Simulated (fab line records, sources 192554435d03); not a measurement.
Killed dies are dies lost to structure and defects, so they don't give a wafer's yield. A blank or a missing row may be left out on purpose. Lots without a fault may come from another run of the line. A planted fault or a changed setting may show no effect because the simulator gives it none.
Which tool did it? | flow n5_finfet | 8 lots, 24 wafers sampled, at 6 steps of a route of 1938

WHAT THE GAUGES READ, wafer by wafer
N5_MOL_CONTACT_COAG_INSPECT_42: inspects for defects (brightfield).
lot  | measured     | on                | raw_defect_count
L325 | day 5 06:58  | defect_inspect-02 | 296 319 221
L326 | day 5 08:47  | defect_inspect-01 | 231 227 321
L332 | day 6 23:41  | defect_inspect-02 | 215 1317 1210
L336 | day 8 02:03  | defect_inspect-02 | 182 159 1223
L340 | day 9 06:40  | defect_inspect-02 | 307 225 204
L345 | day 10 10:38 | defect_inspect-02 | 218 243 260
L346 | day 10 21:29 | defect_inspect-02 | 217 192 200
L348 | day 11 07:22 | defect_inspect-02 | 168 120 114

N5_BEOL_M4_RC_MEAS_101.
lot  | measured     | on        | DIBL_N (mV/V)  | DIBL_P (mV/V)  | IOFF_N (nA/um) | IOFF_P (nA/um) | ION_N (uA/um) | ION_P (uA/um) | SS_N (mV/dec)  | SS_P (mV/dec)  | VT_N (mV)   | VT_P (mV)
L325 | day 8 04:23  | prober-01 | 35.4 36.9 35.3 | 35.3 37.8 34.9 | 0.13 0.17 0.14 | 0.22 0.29 0.23 | 672 694 674   | 466 484 476   | 71.4 71.1 70.7 | 72.4 73.3 73.0 | 255 249 252 | -249 -244 -246
L326 | day 8 04:22  | prober-02 | 35.3 34.0 35.9 | 37.7 35.3 37.8 | 0.15 0.13 0.16 | 0.21 0.18 0.22 | 681 657 688   | 472 456 467   | 70.8 70.9 70.8 | 73.5 73.1 73.5 | 250 253 251 | -250 -252 -249
L332 | day 9 22:11  | prober-01 | 34.1 36.5 36.3 | 32.5 35.7 35.0 | 0.12 0.17 0.16 | 0.19 0.24 0.22 | 672 682 675   | 468 464 459   | 71.3 71.4 71.6 | 72.5 73.8 72.7 | 253 247 249 | -250 -247 -247
L336 | day 11 02:14 | prober-01 | 36.9 35.8 37.7 | 35.8 34.5 36.8 | 0.16 0.14 0.17 | 0.21 0.19 0.23 | 675 665 680   | 461 453 463   | 72.6 71.9 71.8 | 73.1 73.6 73.5 | 249 251 249 | -250 -252 -247
L340 | day 11 20:20 | prober-01 | 35.2 34.8 35.6 | 35.3 35.6 35.4 | 0.14 0.13 0.14 | 0.17 0.16 0.17 | 675 676 678   | 460 458 455   | 70.3 71.0 71.6 | 72.5 72.3 72.6 | 250 254 252 | -253 -256 -256
L345 | day 13 04:31 | prober-01 | 36.6 37.2 38.2 | 37.1 37.5 39.3 | 0.16 0.16 0.21 | 0.25 0.26 0.30 | 684 673 702   | 476 470 484   | 71.8 71.3 71.5 | 72.6 73.7 73.6 | 248 251 244 | -247 -247 -246
L346 | day 13 15:16 | prober-01 | 36.2 34.7 34.8 | 34.7 33.7 33.1 | 0.17 0.14 0.15 | 0.22 0.20 0.19 | 680 669 662   | 459 466 458   | 71.8 71.2 71.2 | 73.0 72.9 71.8 | 247 249 250 | -251 -251 -250
L348 | day 14 09:07 | prober-02 | 35.7 35.4 35.6 | 35.5 35.8 36.1 | 0.13 0.13 0.14 | 0.15 0.15 0.15 | 676 678 675   | 456 464 452   | 70.6 70.6 71.2 | 73.4 72.5 73.0 | 250 254 249 | -258 -259 -256

WHICH TOOL RAN EACH LOT (tool, then ch and the chambers of the sampled wafers, then the start)
lot  | N5_MOL_CONTACT_COAG_ETCH_90        | N5_MOL_CONTACT_COAG_ETCH_91        | N5_MOL_CONTACT_COAG_DESCUM_45      | N5_MOL_CONTACT_COAG_ETCH_66
L325 | rie_diel-03 ch 1,3, day 5 05:48    | rie_diel-03 ch 0,1, day 5 06:05    | rie_diel-02 ch 1,2,3, day 5 07:21  | rie_diel-02 ch 1,2,3, day 5 07:24
L326 | rie_diel-02 ch 0,1, day 5 07:17    | rie_diel-02 ch 2,3, day 5 07:45    | rie_diel-05 ch 0,1, day 5 08:49    | rie_diel-05 ch 0,1, day 5 08:52
L332 | rie_diel-02 ch 0,3, day 6 22:24    | rie_diel-02 ch 1,3, day 6 22:42    | rie_diel-02 ch 1,2,3, day 6 23:43  | rie_diel-02 ch 1,2,3, day 6 23:46
L336 | rie_diel-05 ch 0,1, day 8 00:07    | rie_diel-02 ch 0,1,3, day 8 01:11  | rie_diel-03 ch 0,2, day 8 02:05    | rie_diel-03 ch 0,2, day 8 02:08
L340 | rie_diel-03 ch 0,2,3, day 9 05:19  | rie_diel-03 ch 1,2,3, day 9 05:41  | rie_diel-02 ch 0,1,3, day 9 06:43  | rie_diel-02 ch 0,1,3, day 9 06:47
L345 | rie_diel-02 ch 0,3, day 10 09:28   | rie_diel-05 ch 1,2,3, day 10 09:46 | rie_diel-02 ch 1,2, day 10 10:40   | rie_diel-02 ch 1,2, day 10 10:43
L346 | rie_diel-05 ch 0,1,2, day 10 20:09 | rie_diel-02 ch 0,2,3, day 10 20:30 | rie_diel-02 ch 0,2,3, day 10 21:42 | rie_diel-02 ch 0,2,3, day 10 21:45
L348 | rie_diel-03 ch 2,3, day 11 06:13   | rie_diel-02 ch 1,3, day 11 06:30   | rie_diel-02 ch 0,1,2, day 11 07:24 | rie_diel-02 ch 0,1,2, day 11 07:27
- N5_MOL_CONTACT_COAG_ETCH_90: etches SiARC in CF4, target depth 13 nm, time 21.7 s.
- N5_MOL_CONTACT_COAG_ETCH_91: etches SOC in N2/H2, target depth 60 nm, overetch 21 nm, time 101.2 s.
- N5_MOL_CONTACT_COAG_DESCUM_45: chemistry O2, time 7 s.
- N5_MOL_CONTACT_COAG_ETCH_66: etches SiARC in CF4, target depth 13 nm, time 21.7 s.

WHAT THE TOOLS THEMSELVES READ (means of the sampled wafers that have a number; where no wafer has one, the mark that the record gives instead)
N5_MOL_CONTACT_COAG_ETCH_90.
lot  | tool        | drypump_motor_current_A (A) | etch_rf_on_time_s (s) | oes_product_au (a.u.) | rf_vpp_V (V) | showerhead_plenum_p_Torr (Torr) | throttle_valve_pct (%)
L325 | rie_diel-03 | 6.2                         | 21.8                  | 0.67                  | 184.7        | 2.15                            | 15.48
L326 | rie_diel-02 | 6.0                         | 21.7                  | 0.64                  | 182.5        | 2.06                            | 15.58
L332 | rie_diel-02 | 6.2                         | 21.1                  | 0.69                  | 181.8        | 2.01                            | 15.61
L336 | rie_diel-05 | 5.5                         | 21.4                  | 0.61                  | 185.1        | 2.20                            | 15.65
L340 | rie_diel-03 | 5.9                         | 21.3                  | 0.59                  | 184.8        | 2.12                            | 15.67
L345 | rie_diel-02 | 6.2                         | 21.6                  | 0.66                  | 182.2        | 2.00                            | 15.68
L346 | rie_diel-05 | 5.5                         | 21.6                  | 0.64                  | 184.3        | 2.16                            | 15.59
L348 | rie_diel-03 | 5.6                         | 21.0                  | 0.76                  | 183.5        | 2.11                            | 15.33

N5_MOL_CONTACT_COAG_ETCH_91.
lot  | tool        | drypump_motor_current_A (A) | oes_product_au (a.u.) | rf_vpp_V (V) | showerhead_plenum_p_Torr (Torr) | throttle_valve_pct (%)
L325 | rie_diel-03 | 6.3                         | 0.62                  | 524.2        | 2.53                            | 17.84
L326 | rie_diel-02 | 5.9                         | 0.70                  | 523.0        | 2.49                            | 17.82
L332 | rie_diel-02 | 5.6                         | 0.66                  | 525.3        | 2.60                            | 17.77
L336 | rie_diel-02 | 5.9                         | 0.66                  | 522.7        | 2.49                            | 17.83
L340 | rie_diel-03 | 5.9                         | 0.60                  | 523.4        | 2.52                            | 17.75
L345 | rie_diel-05 | 5.7                         | 0.63                  | 524.9        | 2.57                            | 17.91
L346 | rie_diel-02 | 6.1                         | 0.69                  | 519.7        | 2.42                            | 17.80
L348 | rie_diel-02 | 5.6                         | 0.63                  | 524.6        | 2.58                            | 17.84

N5_MOL_CONTACT_COAG_DESCUM_45.
lot  | tool        | drypump_motor_current_A (A) | oes_product_au (a.u.) | rf_vpp_V (V) | showerhead_plenum_p_Torr (Torr) | throttle_valve_pct (%)
L325 | rie_diel-02 | 5.7                         | 0.79                  | 243.1        | 2.10                            | 20.44
L326 | rie_diel-05 | 5.3                         | 0.71                  | 244.2        | 2.18                            | 20.64
L332 | rie_diel-02 | 5.7                         | 0.77                  | 242.7        | 2.09                            | 20.47
L336 | rie_diel-03 | 5.8                         | 0.67                  | 242.6        | 2.05                            | 20.43
L340 | rie_diel-02 | 5.9                         | 0.77                  | 241.8        | 2.03                            | 20.36
L345 | rie_diel-02 | 5.5                         | 0.79                  | 243.0        | 2.13                            | 20.31
L346 | rie_diel-02 | 6.0                         | 0.83                  | 242.0        | 1.99                            | 20.41
L348 | rie_diel-02 | 5.8                         | 0.79                  | 241.8        | 2.04                            | 20.37

N5_MOL_CONTACT_COAG_ETCH_66.
lot  | tool        | drypump_motor_current_A (A) | etch_rf_on_time_s (s) | oes_product_au (a.u.) | rf_vpp_V (V) | showerhead_plenum_p_Torr (Torr) | throttle_valve_pct (%)
L325 | rie_diel-02 | 5.7                         | 21.8                  | 0.67                  | 184.0        | 2.15                            | 15.62
L326 | rie_diel-05 | 5.4                         | 21.5                  | 0.62                  | 185.6        | 2.20                            | 15.71
L332 | rie_diel-02 | 5.7                         | 22.0                  | 0.65                  | 184.6        | 2.14                            | 15.65
L336 | rie_diel-03 | 5.7                         | 21.3                  | 0.58                  | 184.3        | 2.11                            | 15.74
L340 | rie_diel-02 | 5.9                         | 22.0                  | 0.65                  | 183.2        | 2.09                            | 15.60
L345 | rie_diel-02 | 5.5                         | 22.0                  | 0.67                  | 184.0        | 2.18                            | 15.51
L346 | rie_diel-02 | 6.0                         | 21.3                  | 0.71                  | 183.7        | 2.05                            | 15.60
L348 | rie_diel-02 | 5.9                         | 21.8                  | 0.67                  | 184.0        | 2.09                            | 15.59

THE ANSWER, worked out from the rows above alone
Rule: what is usual is taken from the lots themselves. Put in order of their means at a reading, lots are off if they are a third of the lots or fewer, leave a main group of 4 or more, and stand apart from it by a gap of 3 or more times the standard deviation of the main group's means; of several such gaps the widest counts. A main group whose means are all the same, to the digits that the tables above print for the reading, isn't used. A lot without any number at a reading at which 4 lots or more have one is off too. The other lots that the step has rows for count as sound. The gauges are gone through in route order, then the tools' own readings, and for those a lot's mean is taken as printed above. The first step at which some lot is off is used, and at that step the reading that is off furthest; a lot without a number counts as furthest.
Off: L332, L336, at N5_MOL_CONTACT_COAG_INSPECT_42 (raw_defect_count). The main group: mean 227, standard deviation 47.
A tool fits if, at a process step before that reading, it ran every lot that is off, and no sound lot after the first of them. The gauges at N5_MOL_CONTACT_COAG_INSPECT_42 are tried like those tools. None of those tried fits.

WHAT THE SIMULATOR HAD PUT IN
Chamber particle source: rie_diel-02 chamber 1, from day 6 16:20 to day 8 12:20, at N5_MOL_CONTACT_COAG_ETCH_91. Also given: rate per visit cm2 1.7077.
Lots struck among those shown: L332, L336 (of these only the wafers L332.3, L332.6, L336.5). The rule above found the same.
